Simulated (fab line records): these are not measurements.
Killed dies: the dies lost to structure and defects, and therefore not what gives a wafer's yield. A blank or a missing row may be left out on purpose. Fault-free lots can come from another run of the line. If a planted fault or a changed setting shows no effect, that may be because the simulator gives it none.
Split-lot experiment / flow n5 finfet / route with 1938 steps; 7 lots, 39 wafers read

== THE SPLIT ==
At N5_SDB_CUT_ETCH_26 (etches Si in HBr/Cl2/O2, target depth 129.6 nm, bt time 20 s, time 51.8 s), the setting target depth a was moved away from the recipe's 1296 angstrom on 15 of the 39 wafers read, by -31.8% to +52.1%. For the rest of the wafers, this setting stayed at what the recipe calls for.

The reading is taken at the split's own step.

== THE READING ==
SiNx_of_SDB_HM_DEP_00.thk nm (the simulator's own value, which no gauge read), in nm, at N5_SDB_CUT_ETCH_26 (etches Si in HBr/Cl2/O2, target depth 129.6 nm, bt time 20 s, time 51.8 s). There is no usual value for it anywhere in the file. Average 22.1 nm, standard deviation 0.51 nm, over the 24 wafers here run with the recipe.

wafer=L076.1; tool, chamber at the split=rie si-04, 3; target depth a as run, angstrom=1296; against the recipe=recipe; SiNx_of_SDB_HM_DEP_00.thk nm, nm=21.8; against lot-mates on the recipe=-
wafer=L076.2; tool, chamber at the split=rie si-04, 2; target depth a as run, angstrom=1581; against the recipe=+22.0%; SiNx_of_SDB_HM_DEP_00.thk nm, nm=17.2; against lot-mates on the recipe=-4.9
wafer=L076.3; tool, chamber at the split=rie si-04, 0; target depth a as run, angstrom=1581; against the recipe=+22.0%; SiNx_of_SDB_HM_DEP_00.thk nm, nm=18.2; against lot-mates on the recipe=-3.9
wafer=L076.4; tool, chamber at the split=rie si-04, 1; target depth a as run, angstrom=1296; against the recipe=recipe; SiNx_of_SDB_HM_DEP_00.thk nm, nm=22; against lot-mates on the recipe=-
wafer=L076.5; tool, chamber at the split=rie si-04, 3; target depth a as run, angstrom=1581; against the recipe=+22.0%; SiNx_of_SDB_HM_DEP_00.thk nm, nm=18.2; against lot-mates on the recipe=-3.9
wafer=L076.6; tool, chamber at the split=rie si-04, 2; target depth a as run, angstrom=1296; against the recipe=recipe; SiNx_of_SDB_HM_DEP_00.thk nm, nm=22.6; against lot-mates on the recipe=-
wafer=L084.1; tool, chamber at the split=rie si-04, 2; target depth a as run, angstrom=1296; against the recipe=recipe; SiNx_of_SDB_HM_DEP_00.thk nm, nm=21.6; against lot-mates on the recipe=-
wafer=L084.3; tool, chamber at the split=rie si-04, 3; target depth a as run, angstrom=1296; against the recipe=recipe; SiNx_of_SDB_HM_DEP_00.thk nm, nm=21.2; against lot-mates on the recipe=-
wafer=L084.6; tool, chamber at the split=rie si-04, 1; target depth a as run, angstrom=1296; against the recipe=recipe; SiNx_of_SDB_HM_DEP_00.thk nm, nm=21.6; against lot-mates on the recipe=-
wafer=L088.1; tool, chamber at the split=rie si-01, 2; target depth a as run, angstrom=1296; against the recipe=recipe; SiNx_of_SDB_HM_DEP_00.thk nm, nm=22.2; against lot-mates on the recipe=-
wafer=L088.2; tool, chamber at the split=rie si-01, 1; target depth a as run, angstrom=1296; against the recipe=recipe; SiNx_of_SDB_HM_DEP_00.thk nm, nm=21.8; against lot-mates on the recipe=-
wafer=L088.3; tool, chamber at the split=rie si-01, 3; target depth a as run, angstrom=1296; against the recipe=recipe; SiNx_of_SDB_HM_DEP_00.thk nm, nm=22.6; against lot-mates on the recipe=-
wafer=L088.4; tool, chamber at the split=rie si-01, 0; target depth a as run, angstrom=1296; against the recipe=recipe; SiNx_of_SDB_HM_DEP_00.thk nm, nm=22.4; against lot-mates on the recipe=-
wafer=L088.5; tool, chamber at the split=rie si-01, 3; target depth a as run, angstrom=1296; against the recipe=recipe; SiNx_of_SDB_HM_DEP_00.thk nm, nm=23; against lot-mates on the recipe=-
wafer=L088.6; tool, chamber at the split=rie si-01, 2; target depth a as run, angstrom=1296; against the recipe=recipe; SiNx_of_SDB_HM_DEP_00.thk nm, nm=21.8; against lot-mates on the recipe=-
wafer=L089.1; tool, chamber at the split=rie si-01, 1; target depth a as run, angstrom=1296; against the recipe=recipe; SiNx_of_SDB_HM_DEP_00.thk nm, nm=21.8; against lot-mates on the recipe=-
wafer=L089.2; tool, chamber at the split=rie si-01, 3; target depth a as run, angstrom=1554; against the recipe=+19.9%; SiNx_of_SDB_HM_DEP_00.thk nm, nm=18.6; against lot-mates on the recipe=-3.7
wafer=L089.3; tool, chamber at the split=rie si-01, 0; target depth a as run, angstrom=1554; against the recipe=+19.9%; SiNx_of_SDB_HM_DEP_00.thk nm, nm=18.6; against lot-mates on the recipe=-3.7
wafer=L089.4; tool, chamber at the split=rie si-01, 2; target depth a as run, angstrom=1554; against the recipe=+19.9%; SiNx_of_SDB_HM_DEP_00.thk nm, nm=19.2; against lot-mates on the recipe=-3.1
wafer=L089.5; tool, chamber at the split=rie si-01, 3; target depth a as run, angstrom=1296; against the recipe=recipe; SiNx_of_SDB_HM_DEP_00.thk nm, nm=22.4; against lot-mates on the recipe=-
wafer=L089.6; tool, chamber at the split=rie si-01, 0; target depth a as run, angstrom=1296; against the recipe=recipe; SiNx_of_SDB_HM_DEP_00.thk nm, nm=22.6; against lot-mates on the recipe=-
wafer=L090.1; tool, chamber at the split=rie si-04, 3; target depth a as run, angstrom=1971; against the recipe=+52.1%; SiNx_of_SDB_HM_DEP_00.thk nm, nm=12.4; against lot-mates on the recipe=-9.3
wafer=L090.2; tool, chamber at the split=rie si-04, 2; target depth a as run, angstrom=1971; against the recipe=+52.1%; SiNx_of_SDB_HM_DEP_00.thk nm, nm=12.6; against lot-mates on the recipe=-9.1
wafer=L090.3; tool, chamber at the split=rie si-04, 0; target depth a as run, angstrom=1971; against the recipe=+52.1%; SiNx_of_SDB_HM_DEP_00.thk nm, nm=13; against lot-mates on the recipe=-8.7
wafer=L090.4; tool, chamber at the split=rie si-04, 1; target depth a as run, angstrom=1296; against the recipe=recipe; SiNx_of_SDB_HM_DEP_00.thk nm, nm=21.8; against lot-mates on the recipe=-
wafer=L090.5; tool, chamber at the split=rie si-04, 1; target depth a as run, angstrom=1296; against the recipe=recipe; SiNx_of_SDB_HM_DEP_00.thk nm, nm=21.8; against lot-mates on the recipe=-
wafer=L090.6; tool, chamber at the split=rie si-04, 0; target depth a as run, angstrom=1296; against the recipe=recipe; SiNx_of_SDB_HM_DEP_00.thk nm, nm=21.6; against lot-mates on the recipe=-
wafer=L095.1; tool, chamber at the split=rie si-01, 3; target depth a as run, angstrom=883.7; against the recipe=-31.8%; SiNx_of_SDB_HM_DEP_00.thk nm, nm=27.6; against lot-mates on the recipe=+5.3
wafer=L095.2; tool, chamber at the split=rie si-01, 1; target depth a as run, angstrom=883.7; against the recipe=-31.8%; SiNx_of_SDB_HM_DEP_00.thk nm, nm=27; against lot-mates on the recipe=+4.7
wafer=L095.3; tool, chamber at the split=rie si-01, 0; target depth a as run, angstrom=1296; against the recipe=recipe; SiNx_of_SDB_HM_DEP_00.thk nm, nm=21.6; against lot-mates on the recipe=-
wafer=L095.4; tool, chamber at the split=rie si-01, 2; target depth a as run, angstrom=1296; against the recipe=recipe; SiNx_of_SDB_HM_DEP_00.thk nm, nm=23; against lot-mates on the recipe=-
wafer=L095.5; tool, chamber at the split=rie si-01, 2; target depth a as run, angstrom=1296; against the recipe=recipe; SiNx_of_SDB_HM_DEP_00.thk nm, nm=22.2; against lot-mates on the recipe=-
wafer=L095.6; tool, chamber at the split=rie si-01, 1; target depth a as run, angstrom=883.7; against the recipe=-31.8%; SiNx_of_SDB_HM_DEP_00.thk nm, nm=27.8; against lot-mates on the recipe=+5.5
wafer=L097.1; tool, chamber at the split=rie si-01, 3; target depth a as run, angstrom=1296; against the recipe=recipe; SiNx_of_SDB_HM_DEP_00.thk nm, nm=21.8; against lot-mates on the recipe=-
wafer=L097.2; tool, chamber at the split=rie si-01, 2; target depth a as run, angstrom=913.5; against the recipe=-29.5%; SiNx_of_SDB_HM_DEP_00.thk nm, nm=26.2; against lot-mates on the recipe=+3.8
wafer=L097.3; tool, chamber at the split=rie si-01, 1; target depth a as run, angstrom=913.5; against the recipe=-29.5%; SiNx_of_SDB_HM_DEP_00.thk nm, nm=27.2; against lot-mates on the recipe=+4.8
wafer=L097.4; tool, chamber at the split=rie si-01, 0; target depth a as run, angstrom=1296; against the recipe=recipe; SiNx_of_SDB_HM_DEP_00.thk nm, nm=22.2; against lot-mates on the recipe=-
wafer=L097.5; tool, chamber at the split=rie si-01, 2; target depth a as run, angstrom=1296; against the recipe=recipe; SiNx_of_SDB_HM_DEP_00.thk nm, nm=23.2; against lot-mates on the recipe=-
wafer=L097.6; tool, chamber at the split=rie si-01, 3; target depth a as run, angstrom=913.5; against the recipe=-29.5%; SiNx_of_SDB_HM_DEP_00.thk nm, nm=27.2; against lot-mates on the recipe=+4.8

THE FIT
A straight line over all 39 wafers: SiNx_of_SDB_HM_DEP_00.thk nm changes by -0.175 nm for each +1% of target depth a; r = -0.99; the points scatter about the line by 0.51 nm.
The same after taking each lot's own level away (the mean of its wafers on the recipe; 39 wafers): -0.17 nm for each +1%; r = -0.99; scatter 0.45 nm.
That fit puts the effect of the largest move of target depth a on the reading at 8.8 nm.
The span of the lots' own levels, 21.47 to 22.40 nm, comes to 1.8 times the standard deviation stated above.
So the lot-to-lot level changes the slope little: the two slopes agree.
Check: -8.87 nm against its lot-mates is what the line predicts for one of the wafers moved furthest among these (+52.1%) when that wafer is left out of the fit. It came out at -9.33 nm against them.

== OTHER SPLITS APPLIED TO THESE WAFERS ==
These wafers also went through other splits before the reading. Each is held against what the fit with the lots' levels taken away leaves over:
other split on the same wafers=N5_SPACER0_ALD_07 target thk a; wafers away from the commonest value=15; r with SiNx_of_SDB_HM_DEP_00.thk nm (lot level and that fit taken away)=+0.07

== THE WHOLE CHAIN: every reading that the file lists as answering this split, in the file's order ==
step=N5_SDB_CUT_ETCH_26; what it does=etches Si in HBr/Cl2/O2, target depth 129.6 nm, bt time 20 s, time 51.8 s; reading=SDB.feature depth nm (the simulator's own value, which no gauge read); change (the file's fit)=+1.3 nm for each +1% of the setting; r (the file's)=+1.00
step=N5_SDB_CUT_ETCH_26; what it does=etches Si in HBr/Cl2/O2, target depth 129.6 nm, bt time 20 s, time 51.8 s; reading=etch.depth nm (the simulator's own value, which no gauge read); change (the file's fit)=+1.3 nm for each +1% of the setting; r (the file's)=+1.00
step=N5_SDB_CUT_ETCH_26; what it does=etches Si in HBr/Cl2/O2, target depth 129.6 nm, bt time 20 s, time 51.8 s; reading=SiNx_of_SDB_HM_DEP_00.thk nm (the simulator's own value, which no gauge read); change (the file's fit)=-0.17 nm for each +1% of the setting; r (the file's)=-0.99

== THE FILE'S OWN FIT ==
SiNx_of_SDB_HM_DEP_00.thk nm changes by -0.17 nm for each +1% of target depth a, r = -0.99.
